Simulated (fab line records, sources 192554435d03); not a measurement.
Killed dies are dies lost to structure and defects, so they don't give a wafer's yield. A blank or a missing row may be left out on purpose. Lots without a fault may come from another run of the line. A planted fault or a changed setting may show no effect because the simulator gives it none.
Which tool did it? | flow n5_finfet | 15 lots, 45 wafers sampled, at 4 steps of a route of 1938

WHAT THE GAUGES READ, wafer by wafer
The record holds no reading of a measuring or inspecting step that can be judged against a usual standard deviation.

WHICH TOOL RAN EACH LOT (tool, then ch and the chambers of the sampled wafers, then the start)
lot  | N5_MIM_TOP_LITHO_DESCUM_10         | N5_MIM_BOT_LITHO_DESCUM_10         | N5_PASSIVATION_DEVELOP_09         | N5_PASSIVATION_DEGAS_18
L182 | rie_diel-02 ch 1,2,3, day 12 14:07 | rie_diel-02 ch 1,2, day 12 16:32   | litho_track-03 ch 0, day 12 17:42 | pvd_sputter-01, day 13 02:06
L183 | rie_diel-02 ch 1,2, day 12 20:13   | rie_diel-01 ch 0,2,3, day 12 21:02 | litho_track-05 ch 0, day 13 02:26 | pvd_sputter-03, day 13 03:17
L185 | rie_diel-02 ch 1,2,3, day 12 22:32 | rie_diel-01 ch 0,1,2, day 12 23:36 | litho_track-03 ch 0, day 13 02:09 | pvd_sputter-01, day 13 03:02
L187 | rie_diel-02 ch 0,1,3, day 14 11:16 | rie_diel-04 ch 0,2,3, day 14 12:10 | litho_track-03, day 14 18:19      | -
L189 | rie_diel-01 ch 1,2, day 14 20:29   | rie_diel-04 ch 0,2,3, day 14 21:20 | litho_track-05, day 15 05:16      | -
L191 | rie_diel-01 ch 1,2,3, day 15 01:39 | rie_diel-01 ch 0,2, day 15 02:31   | litho_track-03, day 15 06:42      | -
L190 | rie_diel-02 ch 0,1,2, day 15 08:18 | rie_diel-01 ch 0,2,3, day 15 09:10 | litho_track-05 ch 0, day 15 12:17 | pvd_sputter-02, day 15 14:06
L194 | rie_diel-04 ch 1,2,3, day 16 17:39 | rie_diel-01 ch 0,3, day 16 18:31   | litho_track-04 ch 0, day 16 21:14 | pvd_sputter-01, day 16 22:40
L195 | rie_diel-04 ch 1,3, day 16 18:57   | rie_diel-02 ch 2,3, day 16 19:41   | litho_track-03 ch 0, day 16 22:00 | pvd_sputter-03, day 16 22:53
L196 | rie_diel-02 ch 0,1,3, day 17 04:04 | rie_diel-02 ch 1,3, day 17 04:56   | litho_track-04 ch 0, day 17 06:37 | pvd_sputter-01, day 17 07:37
L197 | rie_diel-01 ch 0,2,3, day 17 04:32 | rie_diel-01 ch 0,2,3, day 17 05:28 | litho_track-03 ch 0, day 17 06:53 | pvd_sputter-02, day 17 08:01
L200 | rie_diel-01 ch 0,1,3, day 17 07:55 | rie_diel-01 ch 0,2,3, day 17 08:40 | litho_track-05 ch 0, day 17 10:15 | pvd_sputter-03, day 17 11:11
L199 | rie_diel-01 ch 0,2, day 18 15:02   | rie_diel-01 ch 1,2,3, day 18 15:54 | litho_track-05 ch 0, day 18 17:13 | pvd_sputter-01, day 18 19:34
L202 | rie_diel-01 ch 1,2, day 18 16:39   | rie_diel-02 ch 1,3, day 18 17:31   | litho_track-05 ch 0, day 18 20:07 | pvd_sputter-01, day 18 21:49
L204 | rie_diel-01 ch 1,2,3, day 18 17:06 | rie_diel-02 ch 0,1,3, day 18 17:56 | litho_track-04 ch 0, day 18 21:29 | pvd_sputter-02, day 18 22:34
- N5_MIM_TOP_LITHO_DESCUM_10: chemistry O2, time 7.9 s.
- N5_MIM_BOT_LITHO_DESCUM_10: chemistry O2, time 7.9 s.
- N5_PASSIVATION_DEVELOP_09: develop time 60 s.
- N5_PASSIVATION_DEGAS_18: time 60 s.

WHAT THE TOOLS THEMSELVES READ (means of the sampled wafers that have a number; where no wafer has one, the mark that the record gives instead)
N5_MIM_TOP_LITHO_DESCUM_10. Usual: drypump_motor_current_A 5.7 A, standard deviation 0.46; oes_product_au 0.76 a.u., standard deviation 0.058; rf_vpp_V 242.7 V, standard deviation 1.3; showerhead_plenum_p_Torr 2.06 Torr, standard deviation 0.083; throttle_valve_pct 20.43 %, standard deviation 0.12.
lot  | tool        | drypump_motor_current_A (A) | oes_product_au (a.u.) | rf_vpp_V (V) | showerhead_plenum_p_Torr (Torr) | throttle_valve_pct (%) | flag
L182 | rie_diel-02 | 5.9                         | 0.77                  | 243.1        | 2.06                            | 20.37                  |
L183 | rie_diel-02 | 6.0                         | 0.77                  | 241.4        | 1.99                            | 20.45                  |
L185 | rie_diel-02 | 5.9                         | 0.77                  | 243.1        | 2.06                            | 20.37                  |
L187 | rie_diel-02 | 5.8                         | 0.70                  | 242.9        | 2.07                            | 20.38                  |
L189 | rie_diel-01 | 5.2                         | 0.80                  | 243.7        | 2.18                            | 20.52                  |
L191 | rie_diel-01 | 5.6                         | 0.77                  | 243.1        | 2.11                            | 20.50                  |
L190 | rie_diel-02 | 5.7                         | 0.73                  | 242.1        | 2.01                            | 20.48                  |
L194 | rie_diel-04 | 5.2                         | 0.76                  | 243.9        | 2.07                            | 20.43                  |
L195 | rie_diel-04 | 5.4                         | 0.74                  | 241.9        | 2.03                            | 20.55                  |
L196 | rie_diel-02 | 5.7                         | 0.80                  | 243.2        | 2.06                            | 20.33                  |
L197 | rie_diel-01 | 6.0                         | 0.74                  | 243.1        | 2.03                            | 20.49                  |
L200 | rie_diel-01 | 5.8                         | 0.77                  | 242.5        | 2.08                            | 20.49                  |
L199 | rie_diel-01 | 5.8                         | 0.73                  | 242.1        | 2.05                            | 20.53                  |
L202 | rie_diel-01 | 5.2                         | 0.77                  | 244.4        | 2.17                            | 20.57                  |
L204 | rie_diel-01 | 5.6                         | 0.75                  | 243.5        | 2.10                            | 20.55                  |

N5_MIM_BOT_LITHO_DESCUM_10. Usual: drypump_motor_current_A 5.7 A, standard deviation 0.46; oes_product_au 0.77 a.u., standard deviation 0.066; rf_vpp_V 242.8 V, standard deviation 1.4; showerhead_plenum_p_Torr 2.07 Torr, standard deviation 0.083; throttle_valve_pct 20.42 %, standard deviation 0.12.
lot  | tool        | drypump_motor_current_A (A) | oes_product_au (a.u.) | rf_vpp_V (V) | showerhead_plenum_p_Torr (Torr) | throttle_valve_pct (%) | flag
L182 | rie_diel-02 | 6.0                         | 0.77                  | 241.4        | 1.99                            | 20.45                  |
L183 | rie_diel-01 | 6.0                         | 0.76                  | 242.4        | 2.04                            | 20.45                  |
L185 | rie_diel-01 | 5.6                         | 0.80                  | 243.7        | 2.12                            | 20.46                  |
L187 | rie_diel-04 | 5.4                         | 0.81                  | 242.5        | 2.08                            | 20.31                  |
L189 | rie_diel-04 | 5.5                         | 0.81                  | 242.6        | 2.07                            | 20.33                  |
L191 | rie_diel-01 | 5.9                         | 0.75                  | 242.9        | 2.06                            | 20.47                  |
L190 | rie_diel-01 | 6.0                         | 0.75                  | 242.2        | 2.04                            | 20.46                  |
L194 | rie_diel-01 | 6.2                         | 0.75                  | 241.8        | 2.00                            | 20.46                  |
L195 | rie_diel-02 | 5.8                         | 0.73                  | 243.2        | 2.11                            | 20.32                  |
L196 | rie_diel-02 | 6.1                         | 0.70                  | 242.6        | 2.04                            | 20.43                  |
L197 | rie_diel-01 | 6.0                         | 0.73                  | 241.9        | 2.03                            | 20.50                  |
L200 | rie_diel-01 | 6.0                         | 0.74                  | 242.5        | 2.03                            | 20.50                  |
L199 | rie_diel-01 | 5.6                         | 0.75                  | 243.2        | 2.10                            | 20.55                  |
L202 | rie_diel-02 | 6.0                         | 0.70                  | 243.0        | 2.09                            | 20.35                  |
L204 | rie_diel-02 | 5.7                         | 0.77                  | 242.4        | 2.05                            | 20.36                  |

N5_PASSIVATION_DEVELOP_09. Usual: chill_plate_temp_C 22.98 C, standard deviation 0.12; exhaust_pa 44.9 Pa, standard deviation 0.92.
lot  | tool           | chill_plate_temp_C (C) | exhaust_pa (Pa) | flag
L182 | litho_track-03 | 22.96                  | 45.3            |
L183 | litho_track-05 | 22.98                  | 45.3            |
L185 | litho_track-03 | 23.01                  | 44.7            |
L187 | litho_track-03 | -                      | -               | OFF
L189 | litho_track-05 | -                      | -               | OFF
L191 | litho_track-03 | -                      | -               | OFF
L190 | litho_track-05 | 23.16                  | 44.6            |
L194 | litho_track-04 | 22.97                  | 45.6            |
L195 | litho_track-03 | 23.05                  | 44.9            |
L196 | litho_track-04 | 22.86                  | 45.2            |
L197 | litho_track-03 | 22.82                  | 45.8            |
L200 | litho_track-05 | 23.05                  | 44.8            |
L199 | litho_track-05 | 22.98                  | 44.0            |
L202 | litho_track-05 | 22.87                  | 45.1            |
L204 | litho_track-04 | 22.99                  | 45.8            |

N5_PASSIVATION_DEGAS_18. Usual: heater_power_w 458 W, standard deviation 40.
lot  | tool           | heater_power_w (W) | flag
L182 | pvd_sputter-01 | 459                |
L183 | pvd_sputter-03 | 438                |
L185 | pvd_sputter-01 | 439                |
L190 | pvd_sputter-02 | 463                |
L194 | pvd_sputter-01 | 466                |
L195 | pvd_sputter-03 | 449                |
L196 | pvd_sputter-01 | 450                |
L197 | pvd_sputter-02 | 453                |
L200 | pvd_sputter-03 | 433                |
L199 | pvd_sputter-01 | 431                |
L202 | pvd_sputter-01 | 437                |
L204 | pvd_sputter-02 | 451                |

THE ANSWER, worked out from the rows above alone
Rule: a lot is off if the mean of its wafers that have a number lies more than 3 standard deviations from the usual mean. A lot without any number at a reading at which 4 lots or more have one is off too. The other lots that the step has rows for count as sound. The gauges are gone through in route order, then the tools' own readings, and for those a lot's mean is taken as printed above. The first step at which some lot is off is used, and at that step the reading that is off furthest; a lot without a number counts as furthest.
Off: L187, L189, L191, at N5_PASSIVATION_DEVELOP_09 (chill_plate_temp_C). Without a number there: L187, L189, L191.
A tool fits if, at that step or a process step before it, it ran every lot that is off, and no sound lot after the first of them. None of those tried fits.

WHAT THE SIMULATOR HAD PUT IN
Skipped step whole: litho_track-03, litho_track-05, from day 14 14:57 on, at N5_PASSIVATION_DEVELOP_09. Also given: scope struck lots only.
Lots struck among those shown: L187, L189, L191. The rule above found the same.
